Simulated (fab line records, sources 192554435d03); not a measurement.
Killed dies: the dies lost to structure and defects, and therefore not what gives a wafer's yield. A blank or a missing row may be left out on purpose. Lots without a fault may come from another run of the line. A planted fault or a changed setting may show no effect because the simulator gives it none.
8D (eight disciplines) problem report, filled in by code | flow n5 finfet | the parts of the form that need people (team, actions taken, sign-off) are left out

## 1. WHAT WENT WRONG
Mean of spin speed rpm at N5_BEOL_M5_COAT_66: 1443.3 rpm across 6 wafers in 2 lots; on wafers with no fault it is 1500.1 rpm (standard deviation 0.86). Relative to the usual mean, that is a shift of -66 standard deviations.
The step: time 60 s, resist thk 12 nm.
First seen on wafer L758.2, day 10 23:02, on litho track-02. At this step, 18 wafers from 6 lots have a number in the record. Rule for "out", or "out of limits": more than 4 standard deviations from the usual mean. The rest of the wafers with a number are treated as sound.

## 2. WHAT IT IS, WHAT IT ISN'T
question                    | is                     | is not
which readings at this step | spin speed rpm         | -
which lots                  | L758, L759             | L749, L750, L765, L767
which wafers of those lots  | all that have a number | -
read on which tools         | litho track-02         | litho track-05
when                        | from day 10 23:02      | up to then (6 sound wafers); but 6 sound wafers of L765, L767 came after

## 3. SUSPECTS, AND WHAT RULES EACH OUT
Counting: a tool at any process step up to the reading remains a suspect when it ran all the lots that are out and ran no sound lot after the first of those.
- litho track-02 at N5_BEOL_M5_COAT_66 (time 60 s, resist thk 12 nm): kept. It ran every lot that is out, first L758 (day 10 23:02), and no sound lot after that; its last sound lot up to then is L749 (day 8 15:30). Its own readings are out on those wafers: spin speed rpm.
The count leaves litho track-02 at N5_BEOL_M5_COAT_66.

## 4. THE CAUSE (what the simulator had put in)
Process parameters drifting: litho track-02 at N5_BEOL_M5_COAT_66, beginning at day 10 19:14. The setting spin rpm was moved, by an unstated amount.
The count eliminated every tool but this one.

## 5. SEQUENCE OF EFFECTS, ordered by route
One row per reading whose mean, taken over the struck wafers that have a number, lies over 3 standard deviations from the usual. Readings are gone through only where the record gives a usual standard deviation; hours: the median, over the lots, of the time from a lot's start at the first step in this table giving one to that lot's start at this step; sigmas: the change measured in usual standard deviations.
hours | step               | reading        | usual      | on struck wafers | change | sigmas
0     | N5_BEOL_M5_COAT_66 | spin speed rpm | 1500.1 rpm | 1443.3           | -56.8  | -66
It contains these process steps:
- N5_BEOL_M5_COAT_66: time 60 s, resist thk 12 nm.
Later measuring or inspecting steps at which every struck wafer that the step has a row for has a number for every such reading, and none has moved that far: N5_BEOL_M5_CD_MEAS_28, N5_BEOL_M5_OVL_MEAS_29, N5_BEOL_M5_INSPECT_30.

## 6. WHAT WOULD HAVE CAUGHT IT SOONER
In this record the first reading out of limits was taken at day 10 23:02, 4 hours after the fault began at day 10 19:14.
